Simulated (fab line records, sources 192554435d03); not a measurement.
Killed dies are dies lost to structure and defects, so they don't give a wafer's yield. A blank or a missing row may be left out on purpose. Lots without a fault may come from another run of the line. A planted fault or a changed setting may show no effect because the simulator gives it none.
Which tool did it? | flow n5_finfet | 11 lots, 30 wafers sampled, at 5 steps of a route of 1938

WHAT THE GAUGES READ, wafer by wafer
N5_ZERO_LAYER_INSPECT_20: inspects for defects (darkfield). Usual: raw_defect_count 36, standard deviation 15.
lot  | measured    | on                | raw_defect_count | flag
L336 | day 1 14:08 | defect_inspect-01 | 25 18 32         |
L337 | day 1 19:56 | defect_inspect-01 | 43 28 43         |
L343 | day 3 07:38 | defect_inspect-02 | 29 30 26         |
L345 | day 3 20:07 | defect_inspect-02 | 33 36            |
L347 | day 4 07:16 | defect_inspect-02 | 36 21            |
L348 | day 4 13:33 | defect_inspect-02 | 35 35 53         |
L349 | day 4 19:24 | defect_inspect-02 | 42 16 24         |
L350 | day 5 01:47 | defect_inspect-02 | 11 31 32         |
L355 | day 6 07:16 | defect_inspect-02 | 45 61            |
L356 | day 6 13:26 | defect_inspect-02 | 42 35 39         |
L357 | day 6 19:23 | defect_inspect-01 | 23 18 16         |

N5_WELL_APT_CD_MEAS_08: target cd 200 nm. Usual: cd_nm 200.9 nm, standard deviation 2.3.
lot  | measured    | on        | cd_nm (nm)        | flag
L336 | day 1 14:26 | cd_sem-01 | 198.3 206.0 204.2 |
L337 | day 1 20:22 | cd_sem-02 | 198.4 200.3 199.6 |
L343 | day 3 08:04 | cd_sem-03 | 200.2 201.0 202.5 |
L345 | day 3 20:25 | cd_sem-03 | 200.8 201.8       |
L347 | day 4 07:34 | cd_sem-01 | 204.3 201.7       |
L348 | day 4 13:52 | cd_sem-01 | 205.9 201.7 197.3 |
L349 | day 4 19:50 | cd_sem-03 | 200.0 199.6 204.6 |
L350 | day 5 02:13 | cd_sem-01 | 199.5 200.3 203.6 |
L355 | day 6 07:34 | cd_sem-03 | 200.2 204.4       |
L356 | day 6 13:52 | cd_sem-03 | 202.9 202.7 195.8 |
L357 | day 6 19:42 | cd_sem-02 | 199.0 205.4 203.2 |

N5_PMOS_HMC_CHANNEL_EPI_INSPECT_11: inspects for defects (macro). Usual: raw_defect_count 2.1, standard deviation 1.3.
lot  | measured    | on                | raw_defect_count | flag
L336 | day 1 17:56 | defect_inspect-02 | 3 0 2            |
L337 | day 2 00:26 | defect_inspect-01 | 4 0 3            |
L343 | day 3 11:44 | defect_inspect-02 | 3 2 2            |
L345 | day 4 00:18 | defect_inspect-02 | 1 0              |
L347 | day 4 11:19 | defect_inspect-02 | 2 1              |
L348 | day 4 17:14 | defect_inspect-02 | 3 1 4            |
L349 | day 4 23:34 | defect_inspect-02 | 3 1 6            |
L350 | day 5 06:06 | defect_inspect-02 | 3 3 3            |
L355 | day 6 11:10 | defect_inspect-01 | 2 2              |
L356 | day 6 17:22 | defect_inspect-02 | 2 0 3            |
L357 | day 6 23:25 | defect_inspect-02 | 2 2 2            |

N5_BEOL_M4_RC_MEAS_101. Usual: DIBL_N 37.1 mV/V, standard deviation 2.4; DIBL_P 37 mV/V, standard deviation 3; IOFF_N 0.18 nA/um, standard deviation 0.053; IOFF_P 0.21 nA/um, standard deviation 0.05; ION_N 674 uA/um, standard deviation 14; ION_P 459 uA/um, standard deviation 9.2; SS_N 72.1 mV/dec, standard deviation 0.9; SS_P 73.4 mV/dec, standard deviation 0.89; VT_N 250 mV, standard deviation 3.8; VT_P -251 mV, standard deviation 3.7.
lot  | measured     | on        | DIBL_N (mV/V)  | DIBL_P (mV/V) | IOFF_N (nA/um) | IOFF_P (nA/um) | ION_N (uA/um) | ION_P (uA/um) | SS_N (mV/dec)  | SS_P (mV/dec)  | VT_N (mV)   | VT_P (mV)      | flag
L336 | day 8 11:45  | prober-02 | 39.7 38.3 39.1 | 42 39 41      | 0.23 0.19 0.21 | 0.30 0.22 0.27 | 684 667 673   | 470 455 467   | 72.4 71.9 72.2 | 74.6 73.9 74.2 | 245 249 245 | -248 -253 -248 |
L337 | day 8 14:59  | prober-01 | 39.5 36.7 34.4 | 40 37 33      | 0.21 0.15 0.13 | 0.29 0.22 0.17 | 680 671 654   | 466 461 450   | 72.7 71.6 71.9 | 74.0 73.3 71.9 | 248 251 255 | -246 -251 -253 |
L343 | day 9 21:47  | prober-02 | 36.1 33.4 36.5 | 34 31 36      | 0.14 0.11 0.15 | 0.20 0.16 0.22 | 674 656 677   | 464 453 474   | 72.4 71.2 72.2 | 72.6 71.6 73.4 | 252 256 253 | -250 -252 -250 |
L345 | day 10 14:05 | prober-01 | 39.7 34.1      | 37 32         | 0.20 0.10      | 0.19 0.13      | 670 651       | 449 446       | 73.0 71.8      | 74.5 72.7      | 251 259     | -256 -258      |
L347 | day 10 18:41 | prober-01 | 35.6 37.2      | 36 38         | 0.17 0.22      | 0.20 0.23      | 678 698       | 462 465       | 72.4 71.5      | 73.2 74.4      | 250 244     | -251 -250      |
L348 | day 11 14:18 | prober-02 | 36.4 37.8 36.6 | 37 38 38      | 0.18 0.19 0.19 | 0.20 0.22 0.22 | 671 674 692   | 456 453 471   | 72.2 72.7 71.8 | 73.0 74.0 72.8 | 249 250 246 | -252 -253 -251 |
L349 | day 11 17:23 | prober-01 | 36.5 35.9 35.7 | 37 36 37      | 0.16 0.17 0.17 | 0.22 0.22 0.23 | 682 676 678   | 466 465 473   | 73.1 71.8 71.9 | 73.8 73.9 73.6 | 251 247 250 | -248 -249 -249 |
L350 | day 12 01:22 | prober-02 | 35.8 39.2 39.0 | 36 40 41      | 0.15 0.21 0.21 | 0.19 0.25 0.27 | 694 679 712   | 467 466 484   | 71.0 72.0 72.4 | 72.6 74.1 74.0 | 250 246 243 | -253 -250 -248 |
L355 | day 12 21:28 | prober-02 | 42.6 43.0      | 45 45         | 0.30 0.30      | 0.31 0.32      | 698 693       | 471 462       | 73.4 73.8      | 75.3 75.1      | 245 244     | -246 -247      |
L356 | day 13 00:14 | prober-02 | 41.6 35.2 39.3 | 41 35 38      | 0.28 0.14 0.24 | 0.27 0.17 0.23 | 683 651 682   | 463 446 461   | 73.6 71.9 73.2 | 75.0 72.9 74.9 | 243 255 247 | -248 -255 -251 |
L357 | day 13 21:18 | prober-02 | 32.5 36.1 37.3 | 33 37 39      | 0.12 0.17 0.21 | 0.14 0.18 0.22 | 665 690 697   | 453 459 464   | 71.2 71.7 72.5 | 72.1 72.8 74.6 | 252 249 244 | -255 -255 -252 |

WHICH TOOL RAN EACH LOT (tool, then ch and the chambers of the sampled wafers, then the start)
lot  | N5_ZERO_LAYER_STRIP_24
L336 | plasma_asher-01 ch 0,1, day 1 13:46
L337 | plasma_asher-01 ch 0,1, day 1 19:34
L343 | plasma_asher-01 ch 0,1, day 3 07:17
L345 | plasma_asher-02 ch 0,1, day 3 19:46
L347 | plasma_asher-01 ch 0, day 4 06:55
L348 | plasma_asher-01 ch 0,1, day 4 13:11
L349 | plasma_asher-01 ch 1, day 4 19:02
L350 | plasma_asher-01 ch 0,1, day 5 01:25
L355 | plasma_asher-01 ch 0,1, day 6 06:54
L356 | plasma_asher-01 ch 0, day 6 13:05
L357 | plasma_asher-02 ch 1, day 6 19:02
- N5_ZERO_LAYER_STRIP_24: strips in O2.

WHAT THE TOOLS THEMSELVES READ (means of the sampled wafers that have a number; where no wafer has one, the mark that the record gives instead)
N5_ZERO_LAYER_STRIP_24. Usual: chamber_pressure_mTorr 999.9 mTorr, standard deviation 0.97; drypump_motor_current_A 5.8 A, standard deviation 0.48; heater_power_w 327 W, standard deviation 37; oes_product_au 0.647 a.u., standard deviation 0.0046; strip_time_to_endpoint_s 43.80 s, standard deviation 0.078.
lot  | tool            | chamber_pressure_mTorr (mTorr) | drypump_motor_current_A (A) | heater_power_w (W) | oes_product_au (a.u.) | strip_time_to_endpoint_s (s) | flag
L336 | plasma_asher-01 | 999.4                          | 6.1                         | 313                | 0.646                 | 43.83                        |
L337 | plasma_asher-01 | 1000.3                         | 5.9                         | 320                | 0.644                 | 43.85                        |
L343 | plasma_asher-01 | 1000.4                         | 6.0                         | 326                | 0.648                 | 43.79                        |
L345 | plasma_asher-02 | 999.5                          | 5.5                         | 348                | 0.649                 | 43.77                        |
L347 | plasma_asher-01 | 1000.6                         | 6.2                         | 302                | 0.645                 | 43.81                        |
L348 | plasma_asher-01 | -                              | -                           | -                  | -                     | -                            | OFF
L349 | plasma_asher-01 | -                              | -                           | -                  | -                     | -                            | OFF
L350 | plasma_asher-01 | 999.8                          | 6.1                         | 311                | 0.649                 | 43.87                        |
L355 | plasma_asher-01 | 999.2                          | 6.0                         | 316                | 0.645                 | 43.71                        |
L356 | plasma_asher-01 | 1000.1                         | 6.2                         | 306                | 0.641                 | 43.75                        |
L357 | plasma_asher-02 | 998.7                          | 6.1                         | 388                | 0.643                 | 43.83                        |

THE ANSWER, worked out from the rows above alone
Rule: a lot is off if the mean of its wafers that have a number lies more than 3 standard deviations from the usual mean. A lot without any number at a reading at which 4 lots or more have one is off too. The other lots that the step has rows for count as sound. The gauges are gone through in route order, then the tools' own readings, and for those a lot's mean is taken as printed above. The first step at which some lot is off is used, and at that step the reading that is off furthest; a lot without a number counts as furthest.
Off: L348, L349, at N5_ZERO_LAYER_STRIP_24 (chamber_pressure_mTorr). Without a number there: L348, L349.
A tool fits if, at that step or a process step before it, it ran every lot that is off, and no sound lot after the first of them. None of those tried fits.

WHAT THE SIMULATOR HAD PUT IN
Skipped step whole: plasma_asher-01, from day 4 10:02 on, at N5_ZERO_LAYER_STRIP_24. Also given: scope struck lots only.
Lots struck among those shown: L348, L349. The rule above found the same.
